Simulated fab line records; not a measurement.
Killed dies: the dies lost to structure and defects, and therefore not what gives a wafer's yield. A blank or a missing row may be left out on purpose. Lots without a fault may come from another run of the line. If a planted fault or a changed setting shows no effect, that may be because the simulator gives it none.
Comparing a struck lot with a sound one | flow nandHarc | 16 steps out of a route of 1302
Sound: the wafers L494.1, L494.2, L494.4. Wafers L486.2, L486.4, L486.5 were the ones struck. Last of all comes the cause.
Each step with rows lists, per side, the tool, then ch with its chambers, then its first start. Under that, the readings that differ: sound wafers | struck wafers | difference of the means | sigmas: that difference in standard deviations of wafers without a fault.
alike: same words and numbers on both sides, and readings whose means sit less than 2 such deviations apart. not compared: any withheld reading, any reading some wafer has no value for, any bound like >300 that may hide the same value, and any number with overlapping values for which the record gives no deviation.
Wherever a step has rows on one side only, a row that says differs or no value, or a row with sigmas, the two part there. Numbers that don't overlap but have no deviation are shown without sigmas and don't part them. A reading that every wafer of one side lacks parts them only if that side has two wafers or more.

NHARC_A_ONON_D2_THK_MEAS_05: measures by ellipsometry.
  struck on filmMetro-02, day 17 07:31; sound on filmMetro-02, day 20 05:44
  alike: thkNm
following that, 1 step holds no rows for these wafers, namely NHARC_A_ONON_D2_DEP_06 (target thickness 1000 nm).
NHARC_A_ONON_D2_THK_MEAS_08: measures by ellipsometry.
  struck on filmMetro-01, day 17 08:04; sound on filmMetro-02, day 20 06:18
reading    | sound       | struck         | difference | sigmas
thkNm (nm) | 985 988 986 | 1003 1005 1005 | +18        | +2
following that, 1 step holds no rows for these wafers, namely NHARC_A_ONON_D2_DEP_09 (target thickness 1000 nm).
NHARC_A_ONON_D2_THK_MEAS_11: measures by ellipsometry.
  struck on filmMetro-01, day 17 08:38; sound on filmMetro-02, day 20 06:52
  alike: thkNm
following that, 1 step holds no rows for these wafers, namely NHARC_A_ONON_D2_DEP_12 (target thickness 1000 nm).
NHARC_A_ONON_D2_THK_MEAS_14: measures by ellipsometry.
  struck on filmMetro-02, day 17 09:12; sound on filmMetro-02, day 20 07:26
reading    | sound          | struck      | difference | sigmas
thkNm (nm) | 1010 1009 1010 | 992 991 991 | -18        | -2
then, 2 steps without rows for these wafers: NHARC_A_ONON_D2_ANNEAL_15 (time 3600 s); NHARC_A_ONON_D2_DEP_16 (target thk 1000 nm).
NHARC_A_ONON_D2_THK_MEAS_18: measures by ellipsometry.
  struck on filmMetro-02, day 17 16:42; sound on filmMetro-02, day 20 15:09
  alike: thkNm
following that, 1 step holds no rows for these wafers, namely NHARC_A_ONON_D2_DEP_19 (target thickness 1000 nm).
NHARC_A_ONON_D2_THK_MEAS_21: measures by ellipsometry.
  struck on filmMetro-02, day 17 17:16; sound on filmMetro-02, day 20 15:43
  alike: thkNm
NHARC_A_ONON_D2_DEP_22: target thk 1000 nm.
  sound on pecvdOnon-01 ch 0, day 20 15:47; struck on pecvdOnon-01 ch 0, day 17 17:23
NHARC_A_ONON_D2_THK_MEAS_24: measures by ellipsometry.
  struck on filmMetro-01, day 17 17:50; sound on filmMetro-02, day 20 16:17
reading    | sound          | struck      | difference | sigmas
thkNm (nm) | 1010 1011 1009 | 276 274 277 | -734       | -67
following that, 1 step holds no rows for these wafers, namely NHARC_A_ONON_D2_DEP_25 (target thickness 1000 nm).
-- record jumps: 12 days between struck wafers' starts before vs after; left off in module A_ONON_D2, resumes in module END, first step shown is number 1302 of the route --
NHARC_END_SORT_01:
  at this point the record logs the struck wafers (prober-01 ch 0, day 29 08:12) and has no rows for the sound ones

WHERE THEY PART
Earliest at NHARC_A_ONON_D2_THK_MEAS_08; latest, in this record, at NHARC_END_SORT_01.

WHY: whatever the simulator had introduced
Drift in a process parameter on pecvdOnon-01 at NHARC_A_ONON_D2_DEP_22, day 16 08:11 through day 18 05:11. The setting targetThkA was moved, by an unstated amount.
